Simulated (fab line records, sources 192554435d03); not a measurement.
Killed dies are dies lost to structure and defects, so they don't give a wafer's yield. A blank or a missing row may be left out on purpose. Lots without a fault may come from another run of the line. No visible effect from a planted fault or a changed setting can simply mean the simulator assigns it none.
The tool behind it: which one? / flow n5 finfet / Sampling: 8 lots, 24 wafers, 4 of 1938 route steps

## WHAT EACH GAUGE READ, for each wafer
N5_BEOL_M4_RC_MEAS_101. Usual: DIBL_N 36.5 mV/V, standard deviation 1.4; DIBL_P 36.9 mV/V, standard deviation 1.7; IOFF_N 0.163 nA/um, standard deviation 0.023; IOFF_P 0.22 nA/um, standard deviation 0.032; ION_N 673 uA/um, standard deviation 9; ION_P 462 uA/um, standard deviation 7.5; SS_N 71.6 mV/dec, standard deviation 0.54; SS_P 73.4 mV/dec, standard deviation 0.62; VT_N 249.8 mV, standard deviation 2.8; VT_P -250 mV, standard deviation 3.5.
lot=L449; measured=day 8 14:34; on=prober-02; DIBL_N (mV/V)=36.8 37.5 38.1; DIBL_P (mV/V)=36.5 36.5 37.9; IOFF_N (nA/um)=0.161 0.173 0.186; IOFF_P (nA/um)=0.26 0.25 0.29; ION_N (uA/um)=684 680 689; ION_P (uA/um)=479 475 482; SS_N (mV/dec)=71.6 72.0 71.9; SS_P (mV/dec)=73.5 73.7 73.7; VT_N (mV)=249.2 247.9 245.9; VT_P (mV)=-243 -248 -244; flag=
lot=L454; measured=day 9 18:59; on=prober-01; DIBL_N (mV/V)=36.0 37.8 37.8; DIBL_P (mV/V)=35.8 37.9 37.7; IOFF_N (nA/um)=0.153 0.184 0.179; IOFF_P (nA/um)=0.19 0.22 0.21; ION_N (uA/um)=673 667 684; ION_P (uA/um)=455 450 457; SS_N (mV/dec)=72.0 72.8 72.0; SS_P (mV/dec)=73.9 73.8 73.6; VT_N (mV)=249.3 247.4 245.8; VT_P (mV)=-253 -251 -253; flag=
lot=L455; measured=day 9 21:07; on=prober-01; DIBL_N (mV/V)=36.0 35.8 36.5; DIBL_P (mV/V)=37.5 37.3 37.8; IOFF_N (nA/um)=0.176 0.174 0.187; IOFF_P (nA/um)=0.25 0.25 0.27; ION_N (uA/um)=676 672 679; ION_P (uA/um)=468 469 469; SS_N (mV/dec)=71.8 71.7 73.1; SS_P (mV/dec)=74.1 74.3 73.4; VT_N (mV)=248.6 246.6 249.4; VT_P (mV)=-244 -248 -246; flag=
lot=L464; measured=day 12 12:41; on=prober-02; DIBL_N (mV/V)=36.8 36.8 37.8; DIBL_P (mV/V)=38.5 38.7 40.1; IOFF_N (nA/um)=0.174 0.182 0.198; IOFF_P (nA/um)=0.21 0.24 0.25; ION_N (uA/um)=686 684 688; ION_P (uA/um)=462 470 467; SS_N (mV/dec)=71.9 71.7 72.4; SS_P (mV/dec)=73.5 73.6 73.6; VT_N (mV)=247.8 248.8 244.6; VT_P (mV)=-251 -248 -246; flag=
lot=L466; measured=day 12 13:56; on=prober-01; DIBL_N (mV/V)=33.6 35.3 33.0; DIBL_P (mV/V)=35.0 36.8 34.3; IOFF_N (nA/um)=0.123 0.146 0.114; IOFF_P (nA/um)=0.19 0.21 0.18; ION_N (uA/um)=658 678 657; ION_P (uA/um)=461 464 461; SS_N (mV/dec)=70.9 71.4 71.1; SS_P (mV/dec)=72.6 73.4 73.1; VT_N (mV)=255.1 253.1 255.0; VT_P (mV)=-251 -252 -256; flag=
lot=L465; measured=day 12 16:38; on=prober-01; DIBL_N (mV/V)=37.0 38.6 38.9; DIBL_P (mV/V)=38.6 40.0 39.9; IOFF_N (nA/um)=0.158 0.175 0.186; IOFF_P (nA/um)=0.21 0.22 0.23; ION_N (uA/um)=673 676 676; ION_P (uA/um)=466 457 459; SS_N (mV/dec)=71.4 72.2 72.4; SS_P (mV/dec)=73.5 73.9 74.1; VT_N (mV)=249.6 251.9 250.7; VT_P (mV)=-250 -253 -251; flag=
lot=L467; measured=day 12 18:17; on=prober-02; DIBL_N (mV/V)=37.8 35.1 34.4; DIBL_P (mV/V)=39.6 36.1 35.9; IOFF_N (nA/um)=0.191 0.142 0.128; IOFF_P (nA/um)=0.22 0.17 0.17; ION_N (uA/um)=679 671 656; ION_P (uA/um)=457 448 454; SS_N (mV/dec)=71.9 71.0 70.8; SS_P (mV/dec)=74.2 73.7 73.8; VT_N (mV)=247.5 251.1 255.7; VT_P (mV)=-252 -258 -254; flag=
lot=L470; measured=day 13 15:49; on=prober-02; DIBL_N (mV/V)=37.3 38.3 37.7; DIBL_P (mV/V)=36.0 37.0 35.6; IOFF_N (nA/um)=0.184 0.213 0.183; IOFF_P (nA/um)=0.25 0.29 0.25; ION_N (uA/um)=675 673 673; ION_P (uA/um)=464 460 462; SS_N (mV/dec)=71.8 71.7 72.7; SS_P (mV/dec)=73.7 74.9 74.1; VT_N (mV)=246.7 245.4 249.9; VT_P (mV)=-246 -246 -247; flag=

N5_BEOL_M5_CD_MEAS_28: target cd 30.6 nm, target cd y 20 nm. Usual: cd nm at 30.55 nm, with a standard deviation of 0.22.
lot=L449; measured=day 8 18:56; on=cd sem-03; cd nm (nm)=30.50 30.35 30.84; flag=
lot=L454; measured=day 10 00:17; on=cd sem-03; cd nm (nm)=30.11 30.52 30.85; flag=
lot=L455; measured=day 10 03:04; on=cd sem-02; cd nm (nm)=30.64 30.62 30.48; flag=
lot=L464; measured=day 12 19:46; on=cd sem-02; cd nm (nm)=27.55 27.54 27.55; flag=OFF
lot=L466; measured=day 12 19:49; on=cd sem-03; cd nm (nm)=27.92 27.65 27.71; flag=OFF
lot=L465; measured=day 13 00:07; on=cd sem-03; cd nm (nm)=30.80 30.67 30.85; flag=
lot=L467; measured=day 13 00:41; on=cd sem-03; cd nm (nm)=30.48 30.49 30.44; flag=
lot=L470; measured=day 13 20:04; on=cd sem-01; cd nm (nm)=30.66 30.30 30.44; flag=

## WHAT TOOL EACH LOT RAN ON (gives the tool, then ch and the chambers of the sampled wafers, and finally the start)
lot=L449; N5_BEOL_M5_STRIP_19=rie diel-06 ch 0,2,3, day 8 18:25; N5_BEOL_M5_EXPOSE_25=euv scanner-02 ch 0, day 8 18:48
lot=L454; N5_BEOL_M5_STRIP_19=rie diel-06 ch 0,2,3, day 9 21:59; N5_BEOL_M5_EXPOSE_25=euv scanner-02 ch 0, day 10 00:10
lot=L455; N5_BEOL_M5_STRIP_19=rie diel-02 ch 1,2,3, day 10 01:59; N5_BEOL_M5_EXPOSE_25=euv scanner-02 ch 0, day 10 02:55
lot=L464; N5_BEOL_M5_STRIP_19=rie diel-02 ch 0,3, day 12 16:49; N5_BEOL_M5_EXPOSE_25=euv scanner-02 ch 0, day 12 19:38
lot=L466; N5_BEOL_M5_STRIP_19=rie diel-01 ch 0,1, day 12 17:22; N5_BEOL_M5_EXPOSE_25=euv scanner-02 ch 0, day 12 19:40
lot=L465; N5_BEOL_M5_STRIP_19=rie diel-02 ch 0,3, day 12 20:59; N5_BEOL_M5_EXPOSE_25=euv scanner-01 ch 0, day 12 23:59
lot=L467; N5_BEOL_M5_STRIP_19=rie diel-02 ch 0,1,2, day 12 21:26; N5_BEOL_M5_EXPOSE_25=euv scanner-01 ch 0, day 13 00:33
lot=L470; N5_BEOL_M5_STRIP_19=rie diel-02 ch 1,3, day 13 18:59; N5_BEOL_M5_EXPOSE_25=euv scanner-01 ch 0, day 13 19:56
- N5_BEOL_M5_STRIP_19: strips in O2.
- N5_BEOL_M5_EXPOSE_25: exposes mask V4, defocus 10 nm.

## AS READ BY THE TOOLS THEMSELVES (means over the sampled wafers that have a number; for cases with no such wafer, the mark the record gives instead)
N5_BEOL_M5_STRIP_19. Usual: drypump motor current A 5.4 A, standard deviation 0.49; oes product au 0.74 a.u., standard deviation 0.054; rf vpp V 3.6 V, standard deviation 0.47; showerhead plenum p Torr 2.05 Torr, standard deviation 0.077; throttle valve pct 16.66 %, standard deviation 0.17.
lot=L449; tool=rie diel-06; drypump motor current A (A)=5.4; oes product au (a.u.)=0.71; rf vpp V (V)=3.3; showerhead plenum p Torr (Torr)=2.02; throttle valve pct (%)=16.72; flag=
lot=L454; tool=rie diel-06; drypump motor current A (A)=5.4; oes product au (a.u.)=0.70; rf vpp V (V)=3.9; showerhead plenum p Torr (Torr)=2.02; throttle valve pct (%)=16.74; flag=
lot=L455; tool=rie diel-02; drypump motor current A (A)=5.7; oes product au (a.u.)=0.76; rf vpp V (V)=3.7; showerhead plenum p Torr (Torr)=2.03; throttle valve pct (%)=16.58; flag=
lot=L464; tool=rie diel-02; drypump motor current A (A)=5.5; oes product au (a.u.)=0.80; rf vpp V (V)=3.8; showerhead plenum p Torr (Torr)=2.18; throttle valve pct (%)=16.48; flag=
lot=L466; tool=rie diel-01; drypump motor current A (A)=5.2; oes product au (a.u.)=0.72; rf vpp V (V)=3.6; showerhead plenum p Torr (Torr)=2.00; throttle valve pct (%)=16.65; flag=
lot=L465; tool=rie diel-02; drypump motor current A (A)=5.7; oes product au (a.u.)=0.77; rf vpp V (V)=3.9; showerhead plenum p Torr (Torr)=2.13; throttle valve pct (%)=16.59; flag=
lot=L467; tool=rie diel-02; drypump motor current A (A)=5.6; oes product au (a.u.)=0.77; rf vpp V (V)=4.2; showerhead plenum p Torr (Torr)=2.07; throttle valve pct (%)=16.51; flag=
lot=L470; tool=rie diel-02; drypump motor current A (A)=6.1; oes product au (a.u.)=0.74; rf vpp V (V)=3.8; showerhead plenum p Torr (Torr)=2.03; throttle valve pct (%)=16.60; flag=

N5_BEOL_M5_EXPOSE_25. Usual: exposure dose mJ cm2 at 52.70, with a standard deviation of 0.066.
lot=L449; tool=euv scanner-02; exposure dose mJ cm2=52.69; flag=
lot=L454; tool=euv scanner-02; exposure dose mJ cm2=52.62; flag=
lot=L455; tool=euv scanner-02; exposure dose mJ cm2=52.61; flag=
lot=L464; tool=euv scanner-02; exposure dose mJ cm2=46.88; flag=OFF
lot=L466; tool=euv scanner-02; exposure dose mJ cm2=46.89; flag=OFF
lot=L465; tool=euv scanner-01; exposure dose mJ cm2=52.76; flag=
lot=L467; tool=euv scanner-01; exposure dose mJ cm2=52.69; flag=
lot=L470; tool=euv scanner-01; exposure dose mJ cm2=52.70; flag=

## THE ANSWER, worked out from the rows above alone
Rule: lot off if the mean of its wafers having a number is beyond 3 standard deviations from the usual mean. A lot without any number at a reading at which 4 lots or more have one is off too. All remaining lots with rows at the step are treated as sound. The gauges are gone through in route order, then the tools' own readings, and for those a lot's mean is taken as printed above. The first step at which some lot is off is used, and at that step the reading that is off furthest; a lot without a number counts as furthest.
Off: L464, L466 (N5_BEOL_M5_CD_MEAS_28, cd nm).
A tool fits if, at a process step before that reading, it ran every lot that is off, and no sound lot after the first of them. Not tried: the gauges at N5_BEOL_M5_CD_MEAS_28; whatever is off there is also off at N5_BEOL_M5_EXPOSE_25, on other tools, and gauge error can't account for it. One candidate fits, namely euv scanner-02 at N5_BEOL_M5_EXPOSE_25. Its last sound lot is L455 (day 10 02:55), its first lot that is off L464 (day 12 19:38): a fault that began between those two fits.
On the lots that are off, the tool's own readings at N5_BEOL_M5_EXPOSE_25 differ by more than 5 times the standard deviation of the sound lots' means, which bears it out; exposure dose mJ cm2 reads 46.89 there versus 52.68 on the sound lots.

## WHAT WAS PUT IN BY THE SIMULATOR
Drift in process parameters on euv scanner-02 at N5_BEOL_M5_EXPOSE_25, starting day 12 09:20. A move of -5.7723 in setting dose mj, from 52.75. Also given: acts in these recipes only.
Shown lots that were struck: L464, L466. This agrees with what the rule above found.
